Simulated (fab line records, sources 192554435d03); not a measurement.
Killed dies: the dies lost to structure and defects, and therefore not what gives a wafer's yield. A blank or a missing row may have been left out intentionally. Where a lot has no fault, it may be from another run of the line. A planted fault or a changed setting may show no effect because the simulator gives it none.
Split-lot study || flow n5 finfet || route with 1938 steps; 7 lots, 21 wafers read

THE SPLIT
At N5_BEOL_M4_COAT_73 (time 60 s, resist thk 5 nm), the setting spin rpm was moved away from the recipe's 1500 rpm on 5 of the 21 wafers read, by +6.5% to +10.5%. This setting was run at the recipe's value on the other wafers.

FROM THE SPLIT TO THE READING: what the file shows between them, 3 steps
- N5_BEOL_M4_COAT_05: resist thk 30 nm
- N5_BEOL_M4_EBR_07
- N5_BEOL_M4_DESCUM_16: chemistry O2, time 7 s

THE READING
etch.depth nm (the simulator's own value, which no gauge read), in nm, at N5_BEOL_M4_ETCH_74 (etches underlayer in N2/H2, target depth 6.5 nm, time 5.2 s). There is no usual value for it anywhere in the file. Across the 16 wafers here that went through the recipe, the average is 5.007 nm and the standard deviation 0.012 nm.

{"wafer": "L078.1", "tool, chamber at the split": "litho track-04, 0", "spin rpm as run, rpm": 1500, "against the recipe": "recipe", "etch.depth nm, nm": 4.991, "against lot-mates on the recipe": "-"}
{"wafer": "L078.4", "tool, chamber at the split": "litho track-04, 0", "spin rpm as run, rpm": 1500, "against the recipe": "recipe", "etch.depth nm, nm": 4.997, "against lot-mates on the recipe": "-"}
{"wafer": "L078.5", "tool, chamber at the split": "litho track-04, 0", "spin rpm as run, rpm": 1500, "against the recipe": "recipe", "etch.depth nm, nm": 5.004, "against lot-mates on the recipe": "-"}
{"wafer": "L079.1", "tool, chamber at the split": "litho track-04, 0", "spin rpm as run, rpm": 1500, "against the recipe": "recipe", "etch.depth nm, nm": 5.005, "against lot-mates on the recipe": "-"}
{"wafer": "L079.4", "tool, chamber at the split": "litho track-04, 0", "spin rpm as run, rpm": 1597, "against the recipe": "+6.5%", "etch.depth nm, nm": 4.83, "against lot-mates on the recipe": -0.172}
{"wafer": "L079.6", "tool, chamber at the split": "litho track-04, 0", "spin rpm as run, rpm": 1500, "against the recipe": "recipe", "etch.depth nm, nm": 5, "against lot-mates on the recipe": "-"}
{"wafer": "L082.2", "tool, chamber at the split": "litho track-04, 0", "spin rpm as run, rpm": 1500, "against the recipe": "recipe", "etch.depth nm, nm": 4.994, "against lot-mates on the recipe": "-"}
{"wafer": "L082.5", "tool, chamber at the split": "litho track-04, 0", "spin rpm as run, rpm": 1500, "against the recipe": "recipe", "etch.depth nm, nm": 4.989, "against lot-mates on the recipe": "-"}
{"wafer": "L082.6", "tool, chamber at the split": "litho track-04, 0", "spin rpm as run, rpm": 1500, "against the recipe": "recipe", "etch.depth nm, nm": 5.006, "against lot-mates on the recipe": "-"}
{"wafer": "L084.3", "tool, chamber at the split": "litho track-05, 0", "spin rpm as run, rpm": 1500, "against the recipe": "recipe", "etch.depth nm, nm": 5.027, "against lot-mates on the recipe": "-"}
{"wafer": "L084.4", "tool, chamber at the split": "litho track-05, 0", "spin rpm as run, rpm": 1608, "against the recipe": "+7.2%", "etch.depth nm, nm": 4.837, "against lot-mates on the recipe": -0.190}
{"wafer": "L084.5", "tool, chamber at the split": "litho track-05, 0", "spin rpm as run, rpm": 1608, "against the recipe": "+7.2%", "etch.depth nm, nm": 4.833, "against lot-mates on the recipe": -0.194}
{"wafer": "L088.3", "tool, chamber at the split": "litho track-02, 0", "spin rpm as run, rpm": 1500, "against the recipe": "recipe", "etch.depth nm, nm": 5.021, "against lot-mates on the recipe": "-"}
{"wafer": "L088.6", "tool, chamber at the split": "litho track-02, 0", "spin rpm as run, rpm": 1500, "against the recipe": "recipe", "etch.depth nm, nm": 5.021, "against lot-mates on the recipe": "-"}
{"wafer": "L088.5", "tool, chamber at the split": "litho track-02, 0", "spin rpm as run, rpm": 1500, "against the recipe": "recipe", "etch.depth nm, nm": 5.032, "against lot-mates on the recipe": "-"}
{"wafer": "L089.2", "tool, chamber at the split": "litho track-02, 0", "spin rpm as run, rpm": 1500, "against the recipe": "recipe", "etch.depth nm, nm": 5.005, "against lot-mates on the recipe": "-"}
{"wafer": "L089.5", "tool, chamber at the split": "litho track-02, 0", "spin rpm as run, rpm": 1500, "against the recipe": "recipe", "etch.depth nm, nm": 5.004, "against lot-mates on the recipe": "-"}
{"wafer": "L089.6", "tool, chamber at the split": "litho track-02, 0", "spin rpm as run, rpm": 1500, "against the recipe": "recipe", "etch.depth nm, nm": 5.006, "against lot-mates on the recipe": "-"}
{"wafer": "L090.1", "tool, chamber at the split": "litho track-04, 0", "spin rpm as run, rpm": 1658, "against the recipe": "+10.5%", "etch.depth nm, nm": 4.752, "against lot-mates on the recipe": -0.256}
{"wafer": "L090.3", "tool, chamber at the split": "litho track-04, 0", "spin rpm as run, rpm": 1658, "against the recipe": "+10.5%", "etch.depth nm, nm": 4.75, "against lot-mates on the recipe": -0.258}
{"wafer": "L090.4", "tool, chamber at the split": "litho track-04, 0", "spin rpm as run, rpm": 1500, "against the recipe": "recipe", "etch.depth nm, nm": 5.008, "against lot-mates on the recipe": "-"}

FIT RESULTS
A straight line over all 21 wafers: etch.depth nm changes by -0.0245 nm for each +1% of spin rpm; r = -0.99; the points scatter about the line by 0.012 nm.
The same after taking each lot's own level away (the mean of its wafers on the recipe; 21 wafers): -0.0252 nm for each +1%; r = -1.00; scatter 0.0064 nm.
On that fit, the largest move of spin rpm shifts the reading by 0.27 nm.
Across the lots, their own levels run from 4.9963 to 5.0270 nm, a range of 2.5 times the standard deviation given above.
The two slopes agree, so the slope changes little with the lot-to-lot level.
Check: for one of the wafers moved furthest among these (+10.5%), held out of the fit, the line's prediction against its lot-mates is -0.271 nm. It came out at -0.256 nm against them.

THESE WAFERS: OTHER SPLITS
Other splits were also applied to these wafers ahead of the reading. Each is held against what the fit with the lots' levels taken away leaves over:
{"other split on the same wafers": "N5_BEOL_M1_COAT_05 spin rpm", "wafers away from the commonest value": 6, "r with etch.depth nm (lot level and that fit taken away)": "+0.11"}
{"other split on the same wafers": "N5_BEOL_M2_ETCH_69 bias w", "wafers away from the commonest value": 6, "r with etch.depth nm (lot level and that fit taken away)": -0.01}
{"other split on the same wafers": "N5_BEOL_M3_ILD_DEP_00 time s", "wafers away from the commonest value": 6, "r with etch.depth nm (lot level and that fit taken away)": "+0.13"}
{"other split on the same wafers": "N5_BEOL_M3_COAT_73 spin rpm", "wafers away from the commonest value": 9, "r with etch.depth nm (lot level and that fit taken away)": "+0.35"}

FILE'S OWN FIT
etch.depth nm changes by -0.0254 nm for each +1% of spin rpm, r = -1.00.
